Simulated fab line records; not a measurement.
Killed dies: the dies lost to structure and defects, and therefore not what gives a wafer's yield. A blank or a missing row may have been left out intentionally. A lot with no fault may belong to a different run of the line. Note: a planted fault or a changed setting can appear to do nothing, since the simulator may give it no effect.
Chamber matching :: flow n5_finfet :: 3 sister chambers for N5_BEOL_M1_CO_CAP_55 on cvd_co-02
The step material Co, precursor CCTBA/H2, target thk 2 nm, time 102.1 s. 3 wafers are shown with their chamber, then 12 later ones without.

## WAFERS PAIRED WITH THEIR CHAMBERS
wafer: L091.1
chamber: 0
heater_power_w (W): 251

wafer: L091.2
chamber: 1
heater_power_w (W): 212

wafer: L091.3
chamber: 2
heater_power_w (W): 245

## WAFERS WITH NO CHAMBER GIVEN
wafer: L091.4
heater_power_w (W): 217

wafer: L091.5
heater_power_w (W): 255

wafer: L091.6
heater_power_w (W): 241

wafer: L093.1
heater_power_w (W): 254

wafer: L093.5
heater_power_w (W): 248

wafer: L093.6
heater_power_w (W): 238

wafer: L097.2
heater_power_w (W): 243

wafer: L097.3
heater_power_w (W): 249

wafer: L097.4
heater_power_w (W): 256

wafer: L096.2
heater_power_w (W): 255

wafer: L096.4
heater_power_w (W): 252

wafer: L096.6
heater_power_w (W): 208

## THE CHAMBER EACH PASSED THROUGH
wafer: L091.4
from the rows above: 1
in truth: 1

wafer: L091.5
from the rows above: can't be placed: 0 or 2
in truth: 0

wafer: L091.6
from the rows above: can't be placed: 2 or 0
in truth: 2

wafer: L093.1
from the rows above: can't be placed: 0 or 2
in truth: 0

wafer: L093.5
from the rows above: can't be placed: 0 or 2
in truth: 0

wafer: L093.6
from the rows above: can't be placed: 2 or 0
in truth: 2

wafer: L097.2
from the rows above: can't be placed: 2 or 0
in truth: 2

wafer: L097.3
from the rows above: can't be placed: 0 or 2
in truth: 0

wafer: L097.4
from the rows above: can't be placed: 0 or 2
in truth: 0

wafer: L096.2
from the rows above: can't be placed: 0 or 2
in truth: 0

wafer: L096.4
from the rows above: can't be placed: 0 or 2
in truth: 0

wafer: L096.6
from the rows above: 1
in truth: 1
Placed correctly: 2 of 12. Cannot be placed on the basis of these rows: 10; the candidates contain the true chamber in 10. Placed wrongly: 0.
How it was worked out, from the rows above alone: a wafer's distance from a chamber is the root of the sum, over the readings, of the square of ((its reading less the chamber's mean) divided by the reading's scatter). If the next closest chamber is less than 2 further off than the closest, the wafer can't be placed; otherwise it belongs to the closest. For every chamber, the mean is computed from those of its wafers that are shown. The scatter: with one shown wafer a chamber, the root of the mean of the squares of how far each hidden wafer lies from its nearest shown one.
